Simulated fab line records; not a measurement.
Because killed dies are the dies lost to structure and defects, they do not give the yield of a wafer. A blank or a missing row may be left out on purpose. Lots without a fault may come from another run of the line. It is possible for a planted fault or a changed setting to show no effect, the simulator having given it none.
Problem report, 8D (eight disciplines) form, completed by code / flow n5 finfet / the parts of the form that need people (team, actions taken, sign-off) are left out

## 1. THE ISSUE
bias w at N5_BEOL_M11_TRENCH_ETCH_37 reads a mean of 192.8 W on 9 wafers of 3 lots; wafers without a fault read 185.0 W with a standard deviation of 0.57. That puts it +14 standard deviations away from the usual mean.
The step: etches SiCOH lowk in C4F6/O2, target depth 148.83 nm, time 48 s.
Earliest sighting: wafer L169.3 on rie diel-05 at day 14 02:51. Wafers with a number at this step in the record: 33, from 11 lots. Rule for "out" (also "out of limits"): further than 4 standard deviations from the usual mean. The rest of the wafers with a number are treated as sound.

## 2. WHAT IT IS, WHAT IT ISN'T
question=which readings at this step | is=bias w | is not=drypump motor current A, oes product au, showerhead plenum p Torr, throttle valve pct
question=which lots | is=L169, L171, L178 | is not=L157, L158, L159, L161, L163, L168, L170, L180
question=which wafers of those lots | is=all that have a number | is not=-
question=read on which tools | is=rie diel-05 | is not=rie diel-03, rie diel-06
question=when | is=from day 14 02:51 | is not=up to then (21 sound wafers); but 3 sound wafers of L180 came after

## 3. THE SUSPECTS, EACH WITH WHAT RULES IT OUT
Counting: a tool stays on the suspect list if, at a process step up to the reading, it processed all lots that are out and no sound lot following the first of them.
- rie diel-05 at N5_BEOL_M11_TRENCH_ETCH_37 (etches SiCOH lowk in C4F6/O2, target depth 148.83 nm, time 48 s): kept. Every lot that is out went through it, starting with L169 (day 14 02:51), and after that it ran no sound lot; the last sound lot it ran before then is L170 (day 14 01:54). On those wafers its own readings are out: bias w.
After counting, what remains is rie diel-05 at N5_BEOL_M11_TRENCH_ETCH_37.

## 4. THE CAUSE (what the simulator had put in)
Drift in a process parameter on rie diel-05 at N5_BEOL_M11_TRENCH_ETCH_37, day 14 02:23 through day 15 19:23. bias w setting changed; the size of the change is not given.
Only this tool survived the counting.

## 5. THE EFFECT CHAIN, in route order
Rows list readings where the struck wafers' mean (over those with a number) sits beyond 3 standard deviations from the usual. Scope: only readings with a usual standard deviation given in the record; hours: median across lots of the time from each lot's start at the first step in this table that gives one to its start at this step; sigmas: change in usual standard deviations.
hours=0; step=N5_BEOL_M11_TRENCH_ETCH_37; reading=bias w; usual=185.0 W; on struck wafers=192.8; change=+7.8; sigmas=+14
It contains these process steps:
- N5_BEOL_M11_TRENCH_ETCH_37: etches SiCOH lowk in C4F6/O2, target depth 148.83 nm, time 48 s.

## 6. HOW IT WOULD HAVE BEEN CAUGHT EARLIER
First out-of-limits reading in this record: day 14 02:51, which is 0 hours after fault onset at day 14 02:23.
